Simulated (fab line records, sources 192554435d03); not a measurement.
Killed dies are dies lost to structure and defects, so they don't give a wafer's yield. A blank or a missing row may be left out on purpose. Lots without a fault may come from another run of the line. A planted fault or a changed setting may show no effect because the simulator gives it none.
fab line records | flow n5_finfet
record lots=22 wafers=66 last_day=18
route steps=1938 shown BEOL_M12@1616 BEOL_M13@1659
lots that met no fault: from a run of the same line without faults
start_h: hours from the record's first day to the start of the lot's first wafer shown | wait_h: hours since the lot's step before | " the same as in the row above | L1.1+2: a row that stands for several wafers | - no value, or no start given | * or withheld: withheld | < > ~ a bound
route shown NAME@n: a module of which the file shows steps, and the number in the route of the first | usual: mean/standard deviation of fault-free wafers | same: alike in all rows | chamber/n: place in a boat | sites: the reading at each site | _std_site: their standard deviation | _edge_site: outer sites' mean less inner sites' | radius_mm: how far each site lies from the wafer's centre | mask NAME#n: copy n | behind: the tool/chamber that last shaped the wafer | hold: why the lot was held/for how many hours/how that ended | device: the transistor (n, p or np) that didn't switch | end of line: the same wafers' tests at the end of the route | a step without rows: its recipe alone | killed: dies lost to structure and defects at the first sort, not the wafer's yield | map: a wafer's dies, x killed, . not, _ none there
set.NAME: the setting as run; set.NAME@STEP: as run at that earlier step | model.NAME: the simulator's own value behind a step, which no gauge read
steps of the route over a sample of lots; a table a step, a row a wafer
services: from which hour (start_h, from the record's first day; less than 0 if before it) a tool's chamber was out of use, for how many hours, and why
## steps
# step N5_BEOL_M12_ETCH_59
# recipe chemistry=N2/H2 target=BARC target_depth_a=890 overetch_a=267 time_s=67.9 ion_energy_ev=200 pressure_mtorr=30 source_w=840 bias_w=150 n2_flow_sccm=200 h2_flow_sccm=200
# usual drypump_motor_current_A=5.7/0.54 oes_product_au=0.68/0.065 rf_fwd_power_W=833/3.1 rf_vpp_V=524.9/2 showerhead_plenum_p_Torr=2.58/0.066 throttle_valve_pct=17.76/0.3
# columns lot.wafer tool chamber start_h wait_h drypump_motor_current_A oes_product_au rf_fwd_power_W rf_hours_counter_h rf_vpp_V showerhead_plenum_p_Torr throttle_valve_pct
L075.2 rie_diel-05 3 236.74 0.0 6.1 0.59 833 219 525.3 2.63 18.05
L075.3 " 1 " " 6.1 0.59 836 220 526.2 2.62 18.02
L075.4 " 0 " " 5.6 0.64 837 185 527.0 2.64 17.93
L074.4 rie_diel-04 3 241.05 0.0 4.9 0.69 838 113 520.5 2.45 18.00
L074.5 " 3 " " 4.9 0.69 833 - 520.8 2.45 18.00
L074.6 " 2 " " 5.0 0.76 837 - 524.0 2.59 17.99
L076.2 rie_diel-01 1 254.91 0.0 6.1 0.63 835 167 525.9 2.65 17.83
L076.3 " 0 " " 5.5 0.82 834 4 526.2 2.58 17.39
L076.6 " 1 " " 6.1 0.63 837 - 526.2 2.65 17.83
L077.1 rie_diel-01 1 258.19 0.0 6.1 0.63 834 168 526.5 2.65 17.87
L077.2 " 2 " " 5.9 0.80 827 18 525.0 2.60 17.41
L077.4 " 0 " " 5.5 0.81 837 6 526.2 2.58 17.39
L079.1 rie_diel-04 1 276.56 0.0 5.6 0.64 831 153 524.6 2.53 17.64
L079.4 " 3 " " 4.9 0.67 836 126 520.4 2.44 18.01
L079.5 " 1 " " 5.6 0.64 833 - 523.6 2.53 17.65
L078.1 rie_diel-01 1 277.03 0.0 6.1 0.63 832 174 526.4 2.65 17.85
L078.2 " 0 " " 5.5 0.79 830 12 525.1 2.58 17.43
L078.4 " 2 " " 5.9 0.79 826 25 526.3 2.60 17.41
L081.3 rie_diel-01 3 283.05 0.0 5.8 0.71 830 75 526.0 2.57 18.14
L081.5 " 2 " " 5.8 0.77 830 - 524.9 2.60 17.42
L081.6 " 1 " " 6.1 0.62 830 - 527.0 2.65 17.86
L082.2 rie_diel-04 3 294.25 0.0 4.9 0.67 835 131 520.7 2.44 18.01
L082.3 " 2 " " 5.0 0.73 833 60 525.8 2.58 18.02
L082.6 " 2 " " 4.9 0.73 834 - 524.7 2.58 18.01
L085.3 rie_diel-05 3 316.99 0.0 6.1 0.57 838 248 524.4 2.62 18.10
L085.5 " 3 " " 6.1 0.58 840 - 525.7 2.62 18.10
L085.6 " 0 " " 5.6 0.62 839 - 527.0 2.63 17.98
L083.3 rie_diel-05 0 317.47 0.0 5.6 0.62 833 215 525.7 2.63 17.96
L083.4 " 3 " " 6.1 0.57 835 - 525.8 2.62 18.11
L083.5 " 0 " " 5.6 0.62 837 - 526.0 2.63 17.98
L086.1 rie_diel-05 0 317.77 0.0 5.6 0.63 835 216 525.9 2.63 17.98
L086.3 " 0 " " 5.6 0.62 833 - 527.7 2.63 17.98
L086.5 " 0 " " 5.6 0.62 833 - 526.8 2.63 17.98
L084.4 rie_diel-04 3 318.20 0.0 4.9 0.66 839 141 519.6 2.44 18.05
L084.5 " 0 " " 6.7 0.68 840 - 528.5 2.65 17.46
L084.6 " 3 " " 4.9 0.66 837 - 522.1 2.44 18.04
L088.2 rie_diel-01 2 324.44 0.0 5.9 0.75 835 42 524.7 2.59 17.46
L088.3 " 0 " " 5.5 0.75 835 30 526.4 2.57 17.43
L088.6 " 1 " " 6.1 0.62 832 - 527.3 2.64 17.88
L087.1 rie_diel-04 1 326.56 0.0 5.6 0.62 832 171 524.3 2.52 17.67
L087.3 " 3 " " 4.9 0.66 838 145 521.0 2.43 18.05
L087.4 " 0 " " 6.7 0.68 833 104 525.6 2.65 17.45
L091.1 rie_diel-04 0 334.27 0.0 6.7 0.68 834 107 525.8 2.65 17.47
L091.3 " 3 " " 4.9 0.66 836 148 519.5 2.43 18.05
L091.6 " 1 " " 5.7 0.63 829 - 524.8 2.52 17.68
L089.1 rie_diel-01 1 339.02 0.0 6.0 0.61 827 196 527.0 2.64 17.89
L089.2 " 3 " " 5.7 0.69 831 95 522.9 2.56 18.15
L089.4 " 0 " " 5.5 0.75 834 34 524.1 2.57 17.45
L092.3 rie_diel-01 3 364.48 0.0 5.7 0.69 830 104 524.1 2.55 18.20
L092.4 " 0 " " 5.5 0.74 836 43 523.9 2.56 17.46
L092.5 " 1 " " 6.0 0.61 829 - 527.0 2.64 17.92
L094.1 rie_diel-04 1 364.93 0.0 5.7 0.61 832 185 525.0 2.51 17.71
L094.5 " 1 " " 5.6 0.62 829 - 523.5 2.51 17.70
L094.6 " 0 " " 6.7 0.67 832 - 527.1 2.65 17.49
L095.3 rie_diel-01 2 375.28 0.0 5.9 0.74 830 60 524.3 2.58 17.48
L095.4 " 0 " " 5.5 0.73 838 46 525.0 2.56 17.47
L095.5 " 1 " " 6.1 0.61 835 - 526.4 2.63 17.90
L093.1 rie_diel-04 1 386.97 0.0 5.6 0.61 833 194 523.9 2.51 17.73
L093.4 " 0 " " 6.7 0.66 833 127 527.6 2.64 17.50
L093.6 " 2 " " 5.0 0.70 835 - 525.2 2.57 18.09
L097.1 rie_diel-04 3 393.32 0.0 4.9 0.64 834 170 520.8 2.42 18.09
L097.2 " 1 " " 5.7 0.62 827 195 524.2 2.51 17.74
L097.4 " 0 " " 6.7 0.66 834 128 526.5 2.64 17.49
L096.1 rie_diel-05 3 394.04 0.0 6.1 0.80 837 8 525.2 2.61 17.62
L096.3 " 2 " " 5.9 0.75 831 27 525.7 2.59 17.12
L096.6 " 1 " " 6.1 0.76 833 - 524.8 2.60 17.75
# step N5_BEOL_M12_VIA_ETCH_16
# recipe chemistry=C4F8/O2/Ar target=SiOC pressure_mtorr=30 source_w=3000 bias_w=700 Ar_flow_sccm=400 C4F8_flow_sccm=15 O2_flow_sccm=8 he_inner_torr=15 he_outer_torr=30 target_depth_a=7248 time_s=withheld ion_energy_ev=250 ends=cleared
# usual drypump_motor_current_A=5.7/0.54 oes_product_au=0.72/0.072 rf_fwd_power_W=2991/9.7 rf_vpp_V=666.8/2.3 showerhead_plenum_p_Torr=3.46/0.074 throttle_valve_pct=24.07/0.26
# columns lot.wafer tool chamber start_h wait_h drypump_motor_current_A oes_product_au rf_fwd_power_W rf_vpp_V showerhead_plenum_p_Torr throttle_valve_pct
L075.2 rie_diel-05 3 236.80 0.0 6.1 0.63 3018 667.7 3.51 24.22
L075.3 " 1 " " 6.1 0.61 2983 667.7 3.51 24.29
L075.4 " 0 " " 5.6 0.67 2993 668.6 3.51 24.07
L074.4 rie_diel-04 3 241.10 0.0 4.9 0.73 2990 662.2 3.31 24.35
L074.5 " 3 " " 4.9 0.73 2991 660.9 3.31 24.37
L074.6 " 2 " " 5.0 0.80 2993 666.1 3.46 24.23
L076.2 rie_diel-01 1 254.96 0.0 6.0 0.67 2989 668.5 3.52 23.98
L076.3 " 0 " " 5.5 0.87 2978 666.0 3.48 23.87
L076.6 " 1 " " 6.0 0.67 2988 667.8 3.52 23.94
L077.1 rie_diel-01 1 258.24 0.0 6.1 0.66 3000 667.7 3.52 23.95
L077.2 " 2 " " 5.8 0.84 3003 667.2 3.47 23.67
L077.4 " 0 " " 5.5 0.85 2985 667.5 3.47 23.86
L079.1 rie_diel-04 1 276.61 0.0 5.6 0.68 2989 666.1 3.41 24.03
L079.4 " 3 " " 4.9 0.71 3007 662.7 3.30 24.38
L079.5 " 1 " " 5.7 0.67 2985 666.8 3.41 24.03
L078.1 rie_diel-01 1 277.08 0.0 6.1 0.67 2982 668.2 3.52 23.98
L078.2 " 0 " " 5.5 0.84 2990 668.1 3.47 23.90
L078.4 " 2 " " 5.9 0.84 2987 667.8 3.47 23.67
L081.3 rie_diel-01 3 283.10 0.0 5.8 0.75 2992 665.6 3.46 24.54
L081.5 " 2 " " 5.8 0.82 2998 667.5 3.47 23.68
L081.6 " 1 " " 6.0 0.67 3000 668.8 3.52 23.97
L082.2 rie_diel-04 3 294.30 0.0 4.9 0.71 2997 663.6 3.30 24.38
L082.3 " 2 " " 5.0 0.77 2980 667.6 3.45 24.26
L082.6 " 2 " " 5.0 0.77 2984 666.6 3.45 24.25
L085.3 rie_diel-05 3 317.04 0.0 6.1 0.61 2996 668.2 3.49 24.23
L085.5 " 3 " " 6.1 0.61 2990 666.7 3.49 24.23
L085.6 " 0 " " 5.6 0.65 3012 667.0 3.49 24.08
L083.3 rie_diel-05 0 317.52 0.0 5.6 0.64 3000 667.9 3.49 24.09
L083.4 " 3 " " 6.1 0.61 2992 666.3 3.49 24.24
L083.5 " 0 " " 5.6 0.64 2993 667.8 3.49 24.09
L086.1 rie_diel-05 0 317.84 0.1 5.6 0.64 2992 668.5 3.49 24.10
L086.3 " 0 " " 5.6 0.64 2981 670.0 3.49 24.09
L086.5 " 0 " " 5.6 0.64 2979 668.4 3.49 24.09
L084.4 rie_diel-04 3 318.25 0.0 4.9 0.71 2999 661.8 3.30 24.41
L084.5 " 0 " " 6.7 0.74 2992 670.4 3.56 23.84
L084.6 " 3 " " 4.9 0.71 2999 662.2 3.30 24.39
L088.2 rie_diel-01 2 324.49 0.0 5.9 0.81 2973 668.2 3.46 23.69
L088.3 " 0 " " 5.5 0.80 2990 666.1 3.46 23.91
L088.6 " 1 " " 6.1 0.66 2982 668.6 3.51 23.98
L087.1 rie_diel-04 1 326.61 0.0 5.7 0.66 2972 665.1 3.40 24.05
L087.3 " 3 " " 4.9 0.71 2985 663.0 3.29 24.41
L087.4 " 0 " " 6.7 0.73 2987 670.3 3.56 23.84
L091.1 rie_diel-04 0 334.32 0.0 6.7 0.73 3001 670.1 3.55 23.86
L091.3 " 3 " " 4.9 0.70 2989 662.7 3.29 24.40
L091.6 " 1 " " 5.7 0.66 2995 666.3 3.40 24.04
L089.1 rie_diel-01 1 339.08 0.0 6.0 0.65 2996 668.1 3.51 24.00
L089.2 " 3 " " 5.7 0.73 2974 666.2 3.45 24.56
L089.4 " 0 " " 5.6 0.78 2994 666.5 3.46 23.92
L092.3 rie_diel-01 3 364.53 0.0 5.8 0.73 2988 665.1 3.45 24.58
L092.4 " 0 " " 5.5 0.78 2996 667.5 3.46 23.92
L092.5 " 1 " " 6.1 0.64 2978 667.7 3.50 24.00
L094.1 rie_diel-04 1 364.99 0.0 5.6 0.65 2996 664.3 3.40 24.07
L094.5 " 1 " " 5.6 0.64 2999 665.3 3.40 24.06
L094.6 " 0 " " 6.7 0.71 2977 669.2 3.55 23.85
L095.3 rie_diel-01 2 375.33 0.0 5.9 0.78 2987 668.2 3.45 23.70
L095.4 " 0 " " 5.5 0.77 2986 666.5 3.45 23.91
L095.5 " 1 " " 6.1 0.64 2988 668.5 3.50 24.02
L093.1 rie_diel-04 1 387.02 0.0 5.6 0.64 2997 665.3 3.39 24.08
L093.4 " 0 " " 6.7 0.71 3004 668.6 3.54 23.88
L093.6 " 2 " " 5.0 0.74 2990 666.7 3.44 24.30
L097.1 rie_diel-04 3 393.37 0.0 4.9 0.68 2999 662.8 3.28 24.43
L097.2 " 1 " " 5.7 0.64 2986 665.8 3.39 24.08
L097.4 " 0 " " 6.7 0.70 2988 669.3 3.54 23.88
L096.1 rie_diel-05 3 394.09 0.0 6.1 0.85 3011 665.4 3.48 23.85
L096.3 " 2 " " 5.9 0.79 2995 667.6 3.51 23.70
L096.6 " 1 " " 6.1 0.81 3001 667.5 3.48 24.13
# step N5_BEOL_M12_TRENCH_ETCH_34
# recipe chemistry=C4F8/O2/Ar target=SiOC target_depth_a=3189.5 mask_material=SOC pressure_mtorr=30 source_w=3000 bias_w=700 Ar_flow_sccm=400 C4F8_flow_sccm=15 O2_flow_sccm=8 he_inner_torr=15 he_outer_torr=30 time_s=125.5 ion_energy_ev=250
# usual drypump_motor_current_A=5.8/0.48 oes_product_au=0.80/0.086 rf_fwd_power_W=2990/9.1 rf_vpp_V=666.9/2.2 showerhead_plenum_p_Torr=3.47/0.066 throttle_valve_pct=24.08/0.26
# columns lot.wafer tool chamber start_h wait_h drypump_motor_current_A oes_product_au rf_fwd_power_W rf_hours_counter_h rf_vpp_V showerhead_plenum_p_Torr throttle_valve_pct
L075.2 rie_diel-01 1 238.02 0.0 6.1 0.74 2978 160 670.2 3.53 23.96
L075.3 " 3 " " 5.8 0.85 2992 58 666.5 3.47 24.51
L075.4 " 1 " " 6.1 0.74 2980 - 668.1 3.53 23.94
L074.4 rie_diel-04 1 243.03 0.0 5.7 0.77 2983 143 665.6 3.42 24.03
L074.5 " 2 " " 5.0 0.89 2991 - 667.9 3.46 24.27
L074.6 " 3 " " 4.9 0.81 2986 - 661.9 3.31 24.35
L076.2 rie_diel-05 2 256.25 0.0 5.9 0.71 2982 239 668.6 3.53 24.05
L076.3 " 3 " " 6.1 0.69 2999 226 665.7 3.51 24.19
L076.6 " 3 " " 6.1 0.69 2972 - 668.3 3.50 24.22
L077.1 rie_diel-05 1 259.55 0.0 6.1 0.67 2992 231 668.5 3.50 24.29
L077.2 " 0 " " 5.6 0.73 2996 195 668.0 3.51 24.07
L077.4 " 2 " " 5.9 0.70 2987 241 668.0 3.53 24.05
L079.1 rie_diel-01 3 277.92 0.0 5.7 0.83 2985 73 666.7 3.46 24.53
L079.4 " 1 " " 6.1 0.74 2988 175 669.0 3.52 23.99
L079.5 " 2 " " 5.8 0.92 3001 - 666.3 3.47 23.66
L078.1 rie_diel-01 2 278.41 0.0 5.8 0.93 2998 25 667.9 3.47 23.67
L078.2 " 0 " " 5.6 0.94 3006 12 666.4 3.47 23.87
L078.4 " 3 " " 5.8 0.84 3005 73 667.1 3.46 24.55
L081.3 rie_diel-01 0 284.32 0.0 5.5 0.93 3010 15 667.2 3.47 23.88
L081.5 " 2 " " 5.9 0.92 2998 - 666.7 3.47 23.66
L081.6 " 3 " " 5.8 0.84 2971 - 668.0 3.46 24.53
L082.2 rie_diel-05 0 295.50 0.0 5.6 0.73 3004 206 667.3 3.50 24.08
L082.3 " 1 " " 6.0 0.66 3000 243 667.8 3.50 24.31
L082.6 " 0 " " 5.6 0.71 3001 - 668.1 3.50 24.09
L085.3 rie_diel-01 2 318.58 0.0 5.9 0.90 2983 40 665.9 3.46 23.68
L085.5 " 0 " " 5.5 0.89 2982 - 667.5 3.46 23.90
L085.6 " 3 " " 5.8 0.81 3006 - 666.9 3.45 24.55
L083.3 rie_diel-01 1 319.07 0.0 6.1 0.73 2971 189 668.0 3.51 24.00
L083.4 " 0 " " 5.5 0.90 2996 28 666.0 3.46 23.88
L083.5 " 1 " " 6.1 0.72 2992 - 668.2 3.51 24.00
L086.1 rie_diel-04 1 319.33 0.0 5.7 0.73 2990 168 664.7 3.41 24.05
L086.3 " 3 " " 4.9 0.79 3008 142 661.8 3.30 24.39
L086.5 " 0 " " 6.7 0.82 2980 - 668.4 3.56 23.83
L084.4 rie_diel-01 3 319.79 0.0 5.8 0.82 2993 89 666.8 3.45 24.54
L084.5 " 1 " " 6.1 0.73 2986 - 666.9 3.51 24.00
L084.6 " 0 " " 5.5 0.89 2996 - 668.4 3.46 23.89
L088.2 rie_diel-04 2 325.90 0.0 5.0 0.85 2980 73 667.6 3.45 24.28
L088.3 " 3 " " 4.9 0.78 3007 145 661.5 3.29 24.40
L088.6 " 3 " " 4.9 0.78 2994 - 661.3 3.29 24.41
L087.1 rie_diel-05 0 327.97 0.0 5.6 0.71 2987 221 668.3 3.49 24.11
L087.3 " 0 " " 5.6 0.71 2998 - 667.5 3.49 24.09
L087.4 " 3 " " 6.1 0.67 2985 - 667.5 3.49 24.24
L091.1 rie_diel-05 2 335.51 0.0 5.9 0.94 2985 3 665.9 3.52 23.64
L091.3 " 1 " " 6.1 0.95 3012 2 667.1 3.49 24.09
L091.6 " 2 " " 5.9 0.94 2981 - 668.4 3.52 23.65
L089.1 rie_diel-01 2 340.26 0.0 5.8 0.88 2983 47 665.7 3.46 23.71
L089.2 " 0 " " 5.5 0.88 2994 34 667.0 3.46 23.92
L089.4 " 3 " " 5.7 0.81 2983 95 666.5 3.45 24.56
L092.3 rie_diel-05 0 365.85 0.0 5.6 0.70 3006 240 667.7 3.48 24.11
L092.4 " 0 " " 5.6 0.70 2994 - 668.3 3.48 24.13
L092.5 " 2 " " 5.9 0.89 2984 - 668.2 3.52 23.69
L094.1 rie_diel-04 0 366.30 0.0 6.7 0.80 3003 119 668.5 3.55 23.86
L094.5 " 3 " " 4.9 0.76 2984 - 660.9 3.29 24.42
L094.6 " 0 " " 6.7 0.79 3000 - 669.5 3.55 23.87
L095.3 rie_diel-04 3 376.76 0.0 4.9 0.76 2988 164 661.1 3.28 24.43
L095.4 " 0 " " 6.7 0.79 2980 123 669.5 3.55 23.87
L095.5 " 2 " " 5.0 0.83 2987 - 666.3 3.44 24.29
L093.1 rie_diel-05 3 390.19 0.0 6.1 0.94 2982 6 668.8 3.49 23.85
L093.4 " 2 " " 5.9 0.89 2975 26 664.8 3.51 23.68
L093.6 " 1 " " 6.1 0.90 2995 - 667.7 3.48 24.12
L097.1 rie_diel-05 2 394.64 0.0 5.9 0.88 2981 28 665.7 3.51 23.68
L097.2 " 1 " " 6.1 0.89 2992 24 667.7 3.48 24.14
L097.4 " 3 " " 6.1 0.93 2989 - 668.5 3.48 23.85
L096.1 rie_diel-04 3 395.30 0.0 4.9 0.75 2992 171 661.8 3.28 24.44
L096.3 " 0 " " 6.7 0.78 2997 129 669.3 3.54 23.88
L096.6 " 3 " " 4.9 0.76 2989 - 660.8 3.28 24.42
# step N5_BEOL_M12_SPUTTER_43
# recipe material=TaN target_thk_a=150 temp_c=50 bias_v=168.6 power_w=15000 chamber_pressure_pa=0.12 time_s=24.19
# usual throttle_valve_pct=30.2/1.1
# columns lot.wafer tool chamber start_h wait_h throttle_valve_pct
L075.2 pvd_sputter-03 - 239.99 0.0 28.8
L075.3 " - " " 29.5
L075.4 " - " " 29.0
L074.4 pvd_sputter-03 - 245.43 0.0 28.6
L074.5 " - " " 28.5
L074.6 " - " " 29.5
L076.2 pvd_sputter-01 - 257.38 0.0 30.8
L076.3 " - " " 27.9
L076.6 " - " " 30.4
L077.1 pvd_sputter-03 - 264.21 0.0 28.7
L077.2 " - " " 30.9
L077.4 " - " " 29.4
L079.1 pvd_sputter-03 - 279.85 0.0 28.6
L079.4 " - " " 30.7
L079.5 " - " " 30.7
L078.1 pvd_sputter-02 - 280.34 0.0 31.6
L078.2 " - " " 31.3
L078.4 " - " " 29.5
L081.3 pvd_sputter-02 - 287.61 0.0 31.5
L081.5 " - " " 31.6
L081.6 " - " " 31.6
L082.2 pvd_sputter-01 - 298.79 0.0 30.2
L082.3 " - " " 27.8
L082.6 " - " " 27.9
L085.3 pvd_sputter-02 - 321.68 0.0 31.5
L085.5 " - " " 31.8
L085.6 " - " " 31.8
L083.3 pvd_sputter-01 - 322.01 0.0 31.0
L083.4 " - " " 30.3
L083.5 " - " " 30.9
L086.1 pvd_sputter-02 - 322.08 0.0 31.8
L086.3 " - " " 31.8
L086.5 " - " " 29.7
L084.4 pvd_sputter-03 - 322.79 0.0 29.1
L084.5 " - " " 28.8
L084.6 " - " " 29.2
L088.2 pvd_sputter-03 - 328.66 0.0 30.5
L088.3 " - " " 28.5
L088.6 " - " " 28.8
L087.1 pvd_sputter-02 - 335.20 0.0 31.5
L087.3 " - " " 29.6
L087.4 " - " " 29.7
L091.1 pvd_sputter-01 - 342.24 0.0 30.3
L091.3 " - " " 30.6
L091.6 " - " " 31.0
L089.1 pvd_sputter-02 - 342.33 0.0 30.3
L089.2 " - " " 29.8
L089.4 " - " " 31.5
L092.3 pvd_sputter-01 - 370.33 0.0 28.0
L092.4 " - " " 30.7
L092.5 " - " " 30.4
L094.1 pvd_sputter-01 - 370.69 0.0 30.5
L094.5 " - " " 30.8
L094.6 " - " " 30.3
L095.3 pvd_sputter-02 - 378.82 0.0 30.6
L095.4 " - " " 29.5
L095.5 " - " " 29.4
L093.1 pvd_sputter-02 - 391.24 0.0 31.6
L093.4 " - " " 30.4
L093.6 " - " " 31.5
L097.1 pvd_sputter-02 - 397.56 0.0 30.6
L097.2 " - " " 31.7
L097.4 " - " " 29.6
L096.1 pvd_sputter-03 - 402.14 0.0 28.7
L096.3 " - " " 28.9
L096.6 " - " " 28.8
# step N5_BEOL_M13_ILD_DEP_00
# recipe material=SiOC target_thk_a=8379.2 temp_c=350 precursor=DEMS/O2 pressure_torr=5 rf_w=500 time_s=166.4
# usual heater_power_w=508/72 rf_fwd_power_W=498.0/1.5 showerhead_plenum_p_Torr=5.694/0.015 throttle_valve_pct=11.7/0.71
# columns lot.wafer tool chamber start_h wait_h heater_power_w rf_fwd_power_W showerhead_plenum_p_Torr throttle_valve_pct
L075.2 pecvd-03 2 241.40 0.0 538 496.7 5.709 10.8
L075.3 " 0 " " 396 498.3 5.717 13.5
L075.4 " 1 " " 544 499.2 5.691 11.6
L074.4 pecvd-04 0 247.31 0.1 512 496.1 5.694 11.9
L074.5 " 1 " " 588 499.2 5.704 11.8
L074.6 " 2 " " 621 495.9 5.719 11.1
L076.2 pecvd-02 2 258.70 0.0 432 495.9 5.676 11.3
L076.3 " 1 " " 509 497.4 5.693 11.8
L076.6 " 1 " " 539 498.3 5.687 11.8
L077.1 pecvd-03 1 265.86 0.0 539 499.0 5.684 11.3
L077.2 " 2 " " 517 499.4 5.689 10.6
L077.4 " 2 " " 539 498.5 5.691 10.8
L079.1 pecvd-02 0 281.06 0.0 499 499.4 5.694 11.6
L079.4 " 2 " " 353 496.2 5.680 11.6
L079.5 " 0 " " 521 499.7 5.681 11.5
L078.1 pecvd-04 0 281.56 0.0 515 497.6 5.692 11.9
L078.2 " 1 " " 571 497.3 5.698 11.5
L078.4 " 2 " " 525 498.5 5.716 11.3
L081.3 pecvd-04 0 288.82 0.0 460 499.2 5.690 11.8
L081.5 " 1 " " 593 498.5 5.716 11.3
L081.6 " 0 " " 486 495.8 5.692 11.9
L082.2 pecvd-04 2 299.99 0.0 557 497.5 5.713 11.7
L082.3 " 0 " " 463 499.0 5.684 11.9
L082.6 " 1 " " 591 497.9 5.705 11.8
L085.3 pecvd-04 2 322.99 0.0 544 495.7 5.704 11.5
L085.5 " 2 " " 600 497.7 5.722 11.7
L085.6 " 0 " " 518 498.7 5.702 11.8
L083.3 pecvd-03 1 323.22 0.0 586 499.9 5.694 11.7
L083.4 " 0 " " 438 498.4 5.705 13.4
L083.5 " 1 " " 465 499.9 5.684 11.6
L086.1 pecvd-02 2 323.28 0.0 375 495.6 5.665 11.1
L086.3 " 0 " " 515 499.3 5.696 11.4
L086.5 " 1 " " 568 497.5 5.674 11.8
L084.4 pecvd-02 2 324.06 0.1 407 496.7 5.681 11.6
L084.5 " 1 " " 562 497.4 5.689 11.4
L084.6 " 0 " " 556 500.3 5.706 11.5
L088.2 pecvd-02 2 330.30 0.0 451 495.9 5.661 11.3
L088.3 " 1 " " 536 497.8 5.671 11.8
L088.6 " 0 " " 557 497.4 5.702 11.3
L087.1 pecvd-03 1 336.40 0.0 503 498.8 5.697 11.1
L087.3 " 2 " " 481 497.4 5.678 10.8
L087.4 " 1 " " 545 501.2 5.698 11.4
L091.1 pecvd-02 0 343.44 0.0 540 498.2 5.698 11.5
L091.3 " 1 " " 476 496.1 5.682 11.8
L091.6 " 1 " " 527 495.8 5.675 11.7
L089.1 pecvd-03 1 343.56 0.0 566 498.4 5.686 11.6
L089.2 " 2 " " 540 495.0 5.703 10.7
L089.4 " 0 " " 435 497.4 5.718 13.5
L092.3 pecvd-02 1 371.72 0.0 567 496.6 5.689 11.9
L092.4 " 0 " " 493 498.0 5.695 11.1
L092.5 " 2 " " 349 495.9 5.654 11.8
L094.1 pecvd-04 0 372.09 0.0 515 499.1 5.699 11.8
L094.5 " 0 " " 419 497.5 5.692 12.0
L094.6 " 2 " " 591 496.8 5.713 11.8
L095.3 pecvd-03 2 380.38 0.0 533 497.2 5.700 10.9
L095.4 " 2 " " 546 495.9 5.682 10.8
L095.5 " 1 " " 609 499.7 5.699 11.6
L093.1 pecvd-02 0 392.47 0.0 545 500.2 5.706 11.5
L093.4 " 2 " " 357 499.6 5.665 11.6
L093.6 " 0 " " 451 499.8 5.701 11.4
L097.1 pecvd-04 0 398.79 0.0 500 498.3 5.700 11.7
L097.2 " 2 " " 649 498.0 5.717 11.5
L097.4 " 2 " " 540 497.8 5.702 11.6
L096.1 pecvd-03 2 403.35 0.0 505 495.7 5.700 11.0
L096.3 " 2 " " 530 498.5 5.676 11.0
L096.6 " 2 " " 557 496.3 5.699 10.7
# step N5_BEOL_M13_CD_MEAS_10
# recipe target_cd_nm=190 landing_energy_ev=500 detector=se_inlens polarity=opening
# usual cd_nm=190.3/1.8
# same landing_energy_ev=500
# columns lot.wafer tool chamber start_h wait_h cd_nm
L075.2 cd_sem-01 0 241.99 - 189.5
L075.3 " 0 " " 190.2
L075.4 " 0 " " 190.1
L074.4 cd_sem-01 0 247.72 - 190.2
L074.5 " 0 " " 189.7
L074.6 " 0 " " 189.2
L076.2 cd_sem-02 0 259.29 - 193.1
L076.3 " 0 " " 192.8
L076.6 " 0 " " 191.5
L077.1 cd_sem-02 0 266.31 - 190.9
L077.2 " 0 " " 191.3
L077.4 " 0 " " 189.7
L079.1 cd_sem-03 0 281.63 - 189.0
L079.4 " 0 " " 189.7
L079.5 " 0 " " 189.0
L078.1 cd_sem-03 0 282.01 - 191.1
L078.2 " 0 " " 188.7
L078.4 " 0 " " 189.2
L081.3 cd_sem-01 0 289.40 - 191.6
L081.5 " 0 " " 191.4
L081.6 " 0 " " 191.9
L082.2 cd_sem-01 0 300.44 - 191.2
L082.3 " 0 " " 190.9
L082.6 " 0 " " 191.3
L085.3 cd_sem-02 0 323.45 - 191.1
L085.5 " 0 " " 192.1
L085.6 " 0 " " 192.7
L086.1 cd_sem-02 0 323.85 - 190.7
L086.3 " 0 " " 189.5
L086.5 " 0 " " 190.2
L083.3 cd_sem-02 0 324.02 - 191.9
L083.4 " 0 " " 194.0
L083.5 " 0 " " 191.9
L084.4 cd_sem-03 0 324.46 - 191.2
L084.5 " 0 " " 190.6
L084.6 " 0 " " 191.8
L088.2 cd_sem-01 0 330.76 - 191.0
L088.3 " 0 " " 191.6
L088.6 " 0 " " 190.7
L087.1 cd_sem-01 0 336.86 - 194.1
L087.3 " 0 " " 193.0
L087.4 " 0 " " 193.9
L091.1 cd_sem-01 0 343.90 - 191.0
L091.3 " 0 " " 191.2
L091.6 " 0 " " 192.0
L089.1 cd_sem-02 0 344.02 - 188.2
L089.2 " 0 " " 189.6
L089.4 " 0 " " 189.6
L092.3 cd_sem-01 0 372.31 - 188.4
L092.4 " 0 " " 188.8
L092.5 " 0 " " 188.8
L094.1 cd_sem-02 0 372.60 - 186.9
L094.5 " 0 " " 186.5
L094.6 " 0 " " 187.9
L095.3 cd_sem-01 0 380.96 - 188.8
L095.4 " 0 " " 190.5
L095.5 " 0 " " 188.0
L093.1 cd_sem-01 0 393.08 - 186.5
L093.4 " 0 " " 187.0
L093.6 " 0 " " 187.2
L097.1 cd_sem-02 0 399.37 - 191.3
L097.2 " 0 " " 191.3
L097.4 " 0 " " 190.5
L096.1 cd_sem-03 0 403.86 - 189.6
L096.3 " 0 " " 189.8
L096.6 " 0 " " 189.5
## services
# columns tool chamber start_h hours kind
rie_diel-01 0 230.54 - clean
rie_diel-01 0 230.54 - consumable_replace:focus_ring
rie_diel-04 1 265.53 7.1 repair
pecvd-04 - 269.27 1.5 repair
rie_diel-05 - 290.29 1.3 repair
rie_diel-05 2 291.99 - clean
rie_diel-05 2 291.99 - consumable_replace:focus_ring
rie_diel-05 2 291.99 23.1 scheduled_down
rie_diel-05 2 291.99 23.1 vent_cycle
rie_diel-04 0 298.79 14.6 repair
rie_diel-05 1 315.32 - clean
rie_diel-05 1 315.32 - consumable_replace:focus_ring
rie_diel-05 1 315.32 16.3 scheduled_down
rie_diel-05 1 315.32 16.3 vent_cycle
rie_diel-05 3 332.94 - clean
rie_diel-05 3 332.94 - consumable_replace:esc
rie_diel-05 3 332.94 - consumable_replace:focus_ring
rie_diel-05 3 332.94 39.3 scheduled_down
rie_diel-05 3 332.94 39.3 vent_cycle
rie_diel-01 - 356.84 0.7 repair
rie_diel-05 1 358.51 3.4 repair
rie_diel-04 2 360.37 9.1 repair
pecvd-04 1 364.40 29.3 repair
rie_diel-05 1 397.63 1.4 repair
## key
fault none
